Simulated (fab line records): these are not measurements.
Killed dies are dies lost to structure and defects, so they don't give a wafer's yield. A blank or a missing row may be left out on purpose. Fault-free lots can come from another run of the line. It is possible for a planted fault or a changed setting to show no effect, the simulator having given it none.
Chamber matching ; flow n5-finfet ; 4 sister chambers for N5_MOL_CONTACT_COAG_STRIP_96 on rie-diel-02
The step strips in N2/H2. 4 wafers are shown with their chamber, then 7 later ones without.

== EACH WAFER AND ITS CHAMBER ==
wafer;chamber;showerhead-plenum-p-Torr (Torr)
L079.6;2;3.32
L089.5;3;3.48
L092.1;1;3.52
L092.3;0;3.55

== WAFERS WITH NO CHAMBER GIVEN ==
wafer;showerhead-plenum-p-Torr (Torr)
L092.5;3.52
L093.3;3.52
L093.5;3.55
L093.6;3.47
L096.1;3.31
L096.2;3.55
L096.3;3.47

== CHAMBER TAKEN BY EACH ==
wafer;from the rows above;in truth
L092.5;1;1
L093.3;1;1
L093.5;0;0
L093.6;3;3
L096.1;2;2
L096.2;0;0
L096.3;3;3
Correctly placed: 7 of 7. Number that these rows cannot place: 0. Placed wrongly: 0.
How it was worked out, from the rows above alone: a wafer's distance from a chamber is the root of the sum, over the readings, of the square of ((its reading less the chamber's mean) divided by the reading's scatter). The wafer belongs to the nearest chamber; if the next one is less than 2 further off, it can't be placed. Each chamber's mean is taken over the wafers shown for it. The scatter (one wafer shown for each chamber): square how far every hidden wafer sits from the nearest shown wafer, average those squares and take the square root.
